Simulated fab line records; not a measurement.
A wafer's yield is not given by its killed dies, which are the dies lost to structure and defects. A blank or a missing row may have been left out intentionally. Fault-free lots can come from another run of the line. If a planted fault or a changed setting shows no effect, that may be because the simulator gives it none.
Which tool did it? ; flow n5-finfet ; 12 lots with 34 wafers sampled at 3 steps, on a route of 1938 steps

WHAT THE GAUGES READ, wafer by wafer
N5_BEOL_M13_OVL_MEAS_29. Usual: M13_OVL gives -3 nm (standard deviation 5.3).
lot;measured;on;M13_OVL (nm);flag
L291;day 11 12:01;overlay-01;1 7 6;
L294;day 11 19:31;overlay-02;-1 -4 4;
L297;day 12 22:55;overlay-01;-7 -11 -9;
L300;day 13 16:20;overlay-01;-5 -3 -1;
L301;day 14 05:16;overlay-01;-2 1;
L302;day 14 20:50;overlay-01;4 3 3;
L303;day 15 00:57;overlay-01;0 1 -2;
L306;day 15 02:49;overlay-02;-7 -3 -11;
L308;day 15 03:48;overlay-02;-5 -4;
L310;day 16 14:00;overlay-02;-8 -6 -6;
L313;day 16 17:15;overlay-01;3 -3 -3;
L312;day 16 23:32;overlay-01;3 -5 -6;

WHICH TOOL RAN EACH LOT (tool, then ch and the chambers of the sampled wafers, then the start)
lot;N5_BEOL_M12_SPUTTER_45;N5_BEOL_M13_COAT_22
L291;pvd-sputter-01, day 11 08:56;litho-track-04 ch 0, day 11 11:41
L294;pvd-sputter-01, day 11 15:58;litho-track-02 ch 0, day 11 19:11
L297;pvd-sputter-01, day 12 20:14;litho-track-03 ch 0, day 12 22:25
L300;pvd-sputter-01, day 13 13:15;litho-track-03 ch 0, day 13 15:55
L301;pvd-sputter-01, day 14 02:35;litho-track-04 ch 0, day 14 04:57
L302;pvd-sputter-01, day 14 18:13;litho-track-04 ch 0, day 14 20:32
L303;pvd-sputter-03, day 14 21:47;litho-track-04 ch 0, day 15 00:38
L306;pvd-sputter-02, day 15 00:13;litho-track-04 ch 0, day 15 02:23
L308;pvd-sputter-02, day 15 01:11;litho-track-02 ch 0, day 15 03:22
L310;pvd-sputter-03, day 16 11:16;litho-track-02 ch 0, day 16 13:34
L313;pvd-sputter-01, day 16 14:43;litho-track-02 ch 0, day 16 16:56
L312;pvd-sputter-03, day 16 20:55;litho-track-02 ch 0, day 16 23:14
- N5_BEOL_M12_SPUTTER_45: material Cu, target thk 80 nm, time 13.33 s.
- N5_BEOL_M13_COAT_22: resist thk 300 nm.

AS READ BY THE TOOLS THEMSELVES (means over the sampled wafers that have a number; for cases with no such wafer, the mark the record gives instead)
N5_BEOL_M12_SPUTTER_45. Usual: throttle-valve-pct reads 30.1 % (standard deviation 1.2).
lot;tool;throttle-valve-pct (%);flag
L291;pvd-sputter-01;30.6;
L294;pvd-sputter-01;31.2;
L297;pvd-sputter-01;30.1;
L300;pvd-sputter-01;30.5;
L301;pvd-sputter-01;30.6;
L302;pvd-sputter-01;30.7;
L303;pvd-sputter-03;30.0;
L306;pvd-sputter-02;29.0;
L308;pvd-sputter-02;29.2;
L310;pvd-sputter-03;29.7;
L313;pvd-sputter-01;30.9;
L312;pvd-sputter-03;29.9;

N5_BEOL_M13_COAT_22. Usual: chill-plate-temp-C 22.96 C, standard deviation 0.12; resist-line-temp-C 23.01 C, standard deviation 0.11; spin-speed-rpm 2887.5 rpm, standard deviation 2.4.
lot;tool;chill-plate-temp-C (C);resist-line-temp-C (C);spin-speed-rpm (rpm);flag
L291;litho-track-04;22.99;22.94;2888.0;
L294;litho-track-02;23.16;22.87;2888.0;
L297;litho-track-03;22.91;23.17;2886.2;
L300;litho-track-03;23.07;22.91;2887.4;
L301;litho-track-04;22.91;23.05;2885.7;
L302;litho-track-04;22.87;22.98;2997.6;OFF
L303;litho-track-04;22.95;23.04;2997.8;OFF
L306;litho-track-04;22.96;22.97;2999.7;OFF
L308;litho-track-02;22.96;23.08;2886.1;
L310;litho-track-02;22.81;23.19;2886.3;
L313;litho-track-02;22.97;23.12;2888.9;
L312;litho-track-02;22.84;22.82;2891.4;

THE ANSWER, worked out from the rows above alone
Rule: take the mean of a lot's wafers that have a number; if it is more than 3 standard deviations from the usual mean, the lot is off. Also off: a lot with no number at a reading for which 4 or more lots have one. The other lots that the step has rows for count as sound. First the gauges in route order, then the tools' own readings, where a lot's mean is used as printed above. At the first step where some lot is off, the reading lying furthest off is the one used; lots without a number count as furthest.
Off: L302, L303, L306 (N5_BEOL_M13_COAT_22, spin-speed-rpm).
If a tool, at that step or one of the process steps before it, ran each lot that is off and ran no sound lot following the first of them, it fits. One fits: N5_BEOL_M13_COAT_22 on litho-track-04. A fault onset in the window from L301 (day 14 04:57, its last sound lot) to L302 (day 14 20:32, its first lot off) fits.
The tool's own readings at N5_BEOL_M13_COAT_22 bear it out: on the lots that are off they differ by more than 5 times the standard deviation of the sound lots' means. spin-speed-rpm reads 2998.4 rpm there against 2887.6 rpm on the sound lots.

WHAT THE SIMULATOR HAD INSERTED
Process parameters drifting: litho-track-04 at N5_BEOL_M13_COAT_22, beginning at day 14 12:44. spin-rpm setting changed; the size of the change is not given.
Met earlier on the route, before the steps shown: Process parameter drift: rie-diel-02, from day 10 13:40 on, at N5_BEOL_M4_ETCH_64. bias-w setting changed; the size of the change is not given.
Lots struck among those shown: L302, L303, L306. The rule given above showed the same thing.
